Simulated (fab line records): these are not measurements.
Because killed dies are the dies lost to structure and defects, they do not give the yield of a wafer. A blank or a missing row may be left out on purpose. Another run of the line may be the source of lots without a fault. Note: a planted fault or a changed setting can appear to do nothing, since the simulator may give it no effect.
Matching of chambers | flow nand harc | rie diel-05 running NHARC_P_GATE_DESCUM_13: 4 sister chambers
The step chemistry O2, time 3 s. 14 wafers are shown with their chamber, then 7 later ones without.

== WAFERS, EACH WITH ITS CHAMBER ==
wafer  | chamber | showerhead plenum p Torr (Torr) | drypump motor current A (A) | oes product au (a.u.)
L076.2 | 1       | 1.98                            | 5.8                         | 1.020
L076.4 | 2       | 1.99                            | 5.8                         | 1.008
L076.5 | 0       | 1.86                            | 6.2                         | 0.993
L079.2 | 2       | 1.99                            | 5.8                         | 1.014
L079.3 | 1       | 1.98                            | 5.8                         | 1.012
L079.6 | 1       | 1.98                            | 5.8                         | 1.004
L081.1 | 3       | 1.96                            | 5.7                         | 0.989
L081.4 | 0       | 1.86                            | 6.2                         | 0.995
L081.6 | 3       | 1.96                            | 5.7                         | 1.000
L083.1 | 2       | 1.99                            | 5.8                         | 1.004
L083.2 | 0       | 1.86                            | 6.1                         | 0.983
L083.6 | 2       | 1.99                            | 5.8                         | 1.003
L088.2 | 2       | 1.99                            | 5.8                         | 1.018
L088.4 | 3       | 1.95                            | 5.8                         | 0.984

SIGNATURES (averages over the wafers above)
reading                  | chamber 0 | chamber 1 | chamber 2 | chamber 3 | scatter within a chamber
showerhead plenum p Torr | 1.8600    | 1.9800    | 1.9900    | 1.9567    | 0.00258
drypump motor current A  | 6.167     | 5.800     | 5.800     | 5.733     | 0.0365
oes product au           | 0.99033   | 1.01200   | 1.00940   | 0.99100   | 0.00715
Rule: for each reading, subtract the chamber's mean from the wafer's reading, divide by that reading's scatter and square the result; add these up over the readings and take the root, which gives the wafer's distance from the chamber. If the next closest chamber is less than 2 further off than the closest, the wafer can't be placed; otherwise it belongs to the closest. The scatter: the root of (the sum of the squares of (reading less its chamber's mean) over the shown wafers, divided by (wafers less chambers)).

== WAFERS WHOSE CHAMBER IS MISSING ==
wafer  | showerhead plenum p Torr (Torr) | drypump motor current A (A) | oes product au (a.u.)
L088.5 | 1.99                            | 5.8                         | 1.011
L091.1 | 1.95                            | 5.7                         | 1.004
L091.5 | 1.86                            | 6.2                         | 0.993
L091.6 | 1.96                            | 5.7                         | 0.998
L094.4 | 1.98                            | 5.8                         | 0.987
L094.5 | 1.86                            | 6.1                         | 1.004
L094.6 | 1.95                            | 5.7                         | 0.997

== CHAMBER TAKEN BY EACH ==
wafer  | from the rows above     | in truth
L088.5 | 2                       | 2
L091.1 | 3                       | 3
L091.5 | 0                       | 0
L091.6 | 3                       | 3
L094.4 | can't be placed: 1 or 2 | 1
L094.5 | 0                       | 0
L094.6 | 3                       | 3
Placed correctly: 6 of 7. From these rows, 1 cannot be placed; in 1 the true chamber is one of the candidates. Wrongly placed: 0.
